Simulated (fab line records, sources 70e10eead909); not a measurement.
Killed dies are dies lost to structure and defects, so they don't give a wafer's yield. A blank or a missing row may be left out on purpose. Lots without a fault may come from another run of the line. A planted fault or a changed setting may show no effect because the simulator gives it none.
Chamber matching | flow nand_harc | NHARC_A_SLIT_ETCH_24 on rie_diel-05: 4 sister chambers
The step etches the open film in CF4/CHF3, target depth 121 nm, time 60.5 s. 8 wafers are shown with their chamber, then 10 later ones without.

WAFERS WITH THEIR CHAMBER
wafer  | chamber | drypump_motor_current_A (A) | rf_vpp_V (V)
L074.4 | 2       | 5.6                         | 368.3
L079.4 | 2       | 5.6                         | 368.9
L083.3 | 3       | 6.2                         | 372.4
L084.1 | 0       | 5.3                         | 373.6
L084.2 | 1       | 5.5                         | 372.4
L084.5 | 3       | 6.2                         | 372.9
L087.3 | 0       | 5.2                         | 373.8
L087.4 | 1       | 5.4                         | 373.3

WAFERS WITHOUT THEIR CHAMBER
wafer  | drypump_motor_current_A (A) | rf_vpp_V (V)
L087.6 | 5.4                         | 372.5
L090.3 | 5.2                         | 374.0
L090.4 | 5.6                         | 367.7
L090.5 | 5.2                         | 374.8
L091.1 | 5.2                         | 374.3
L091.4 | 5.6                         | 368.8
L091.5 | 5.3                         | 374.5
L096.1 | 5.6                         | 368.9
L096.2 | 5.2                         | 372.6
L096.5 | 6.2                         | 372.2

WHICH CHAMBER EACH WENT THROUGH
wafer  | from the rows above | in truth
L087.6 | 1                   | 1
L090.3 | 0                   | 0
L090.4 | 2                   | 2
L090.5 | 0                   | 0
L091.1 | 0                   | 0
L091.4 | 2                   | 2
L091.5 | 0                   | 0
L096.1 | 2                   | 2
L096.2 | 0                   | 0
L096.5 | 3                   | 3
Placed correctly: 10 of 10. Can't be placed from these rows: 0. Placed wrongly: 0.
How it was worked out, from the rows above alone: a wafer's distance from a chamber is the root of the sum, over the readings, of the square of ((its reading less the chamber's mean) divided by the reading's scatter). The wafer belongs to the nearest chamber; if the next one is less than 2 further off, it can't be placed. A chamber's mean is the mean of its shown wafers. The scatter: the root of (the sum of the squares of (reading less its chamber's mean) over the shown wafers, divided by (wafers less chambers)).
